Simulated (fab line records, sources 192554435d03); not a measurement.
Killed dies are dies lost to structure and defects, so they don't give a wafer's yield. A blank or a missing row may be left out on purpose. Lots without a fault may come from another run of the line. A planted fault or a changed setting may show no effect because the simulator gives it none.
A struck lot beside a sound one | flow n5_finfet | 14 steps out of a route of 1938
Sound: wafers L412.3, L412.4, L412.5. Struck: wafers L406.2, L406.4, L406.5. The cause comes at the end.
At each step with rows: each side's tool, then ch and its chambers, then its first start. Under that, the readings that differ: sound wafers | struck wafers | difference of the means | sigmas: that difference in standard deviations of wafers without a fault.
alike: readings whose means differ by less than 2 such deviations, and words and numbers that are the same on both sides. not compared: withheld readings, readings that some wafer has no value for, bounds like >300 that may hide the same value, and numbers for which the record gives no deviation and whose values overlap.
The two part at a step that has a row with sigmas, a row that says differs or no value, or rows on one side only. Numbers that don't overlap but have no deviation are shown without sigmas and don't part them. A reading that every wafer of one side lacks parts them only if that side has two wafers or more.

N5_MOL_CONTACT_COAG_CO_FILL_22: material Co, precursor CCTBA/H2, target thk 20 nm.
  sound on cvd_co-02 ch 1,2, day 9 00:23; struck on cvd_co-02 ch 0,2, day 7 10:47
  alike: heater_power_w
N5_MOL_CONTACT_COAG_ANNEAL_113: time 300 s.
  sound on rtp_anneal-01 ch 0, day 9 01:18; struck on rtp_anneal-02 ch 0, day 7 11:47
  reading             | sound          | struck         | difference | sigmas
  lamp_power_pct (%)  | 2.75 2.75 2.75 | 2.95 2.95 2.95 | +0.20      | +2
  lamp_zone_2_pct (%) | 2.76 2.75 2.75 | 2.95 2.95 2.95 | +0.20      | +2
  lamp_zone_3_pct (%) | 2.75 2.76 2.75 | 2.95 2.95 2.95 | +0.20      | +2
  alike: wafer_temp_C_max
then, 1 step without rows for these wafers: N5_MOL_CONTACT_COAG_PRE_CLEAN_142 (time 60 s).
N5_MOL_CONTACT_COAG_SPUTTER_130: material Co, target thk 47.5 nm.
  sound on pvd_sputter-02, day 9 03:31; struck on pvd_sputter-03, day 7 13:32
  alike: throttle_valve_pct
then, 2 steps without rows for these wafers: N5_MOL_CONTACT_COAG_PRECLEAN_125 (cleans in DIW, time 57.5 s); N5_MOL_CONTACT_COAG_SRD_126 (dry time 32 s).
N5_MOL_CONTACT_COAG_CMP_23: polishes, stops on SiO2, t overpolish 1.5 s, target thk 0 nm.
  sound on cmp-02 ch 1,2, day 9 03:42; struck on cmp-01 ch 0,3, day 7 13:45
  reading                | sound       | struck         | difference | sigmas
  time_to_endpoint_s (s) | 7.2 6.9 6.9 | 13.1 11.8 12.6 | +5.5       | +3
  alike: motor_current_A, overpolish_run_s, platen_rpm, retaining_ring_pressure_frac, slurry_flow_ml_min
then, 2 steps without rows for these wafers: N5_MOL_CONTACT_COAG_WET_ETCH_26 (target Co, target depth 13 nm); N5_MOL_CONTACT_COAG_WET_ETCH_116 (etches the open film in SC1-inhibited, target depth 4.6 nm, rinse time 30 s).
N5_MOL_CONTACT_COAG_ALD_27: deposits SiOC, target thk 17 nm, pulse time 1.5 s, time 2720 s.
  sound on ald_sin-01 ch 0,2, day 9 04:32; struck on ald_sin-01 ch 0,1,2, day 7 14:34
  alike: heater_power_w, precursor_pulse_height_rel
N5_MOL_CONTACT_COAG_CMP_28: polishes, stops on SiNx, t overpolish 0.85 s, target thk 14.522 nm.
  sound on cmp-01 ch 0,2, day 9 06:08; struck on cmp-03 ch 0,3, day 7 16:10
  reading          | sound             | struck            | difference | sigmas
  platen_rpm (rpm) | 51.84 51.78 51.74 | 53.85 53.87 53.85 | +2.07      | +58
  alike: motor_current_A, retaining_ring_pressure_frac, slurry_flow_ml_min, time_to_endpoint_s
N5_MOL_CONTACT_COAG_THK_MEAS_29:
  sound on film_metro-02, day 9 06:24; struck on film_metro-02, day 7 16:26
  alike: MD_CAP_THK
-- the record jumps here: 3 days lie between the struck wafers' starts before and after (it left off in module MOL_CONTACT_COAG and takes up again in module BEOL_M4, whose first step shown is number 1111 of the route) --
N5_BEOL_M4_RC_MEAS_101:
  sound on prober-02 ch 0, day 11 22:31; struck on prober-02 ch 0, day 10 21:56
  alike: DIBL_N, DIBL_P, IOFF_N, IOFF_P, ION_N, ION_P, SS_N, SS_P, VT_N, VT_P
-- the record jumps here: 4 days lie between the struck wafers' starts before and after (it left off in module BEOL_M4 and takes up again in module PASSIVATION, whose first step shown is number 1936 of the route) --
N5_PASSIVATION_PROBE_49:
  sound on prober-02, day 16 10:23; struck on prober-02, day 15 07:04
  alike: defect_limited_yield, killed_at_M0_to_M3, killed_at_M4_up, killed_at_contacts, killed_at_front_end, killed_at_other, killed_dies, killed_on_rim, killed_open, killed_short, sort_bin_5_function, sort_bin_6_memory, sort_n_pass, sort_yield_pct

WHERE THEY PART
First at N5_MOL_CONTACT_COAG_ANNEAL_113; last, within this record, at N5_MOL_CONTACT_COAG_CMP_28. Later steps at which nothing parts them and some readings are alike: N5_MOL_CONTACT_COAG_THK_MEAS_29, N5_BEOL_M4_RC_MEAS_101, N5_PASSIVATION_PROBE_49.

WHY: what the simulator had put in
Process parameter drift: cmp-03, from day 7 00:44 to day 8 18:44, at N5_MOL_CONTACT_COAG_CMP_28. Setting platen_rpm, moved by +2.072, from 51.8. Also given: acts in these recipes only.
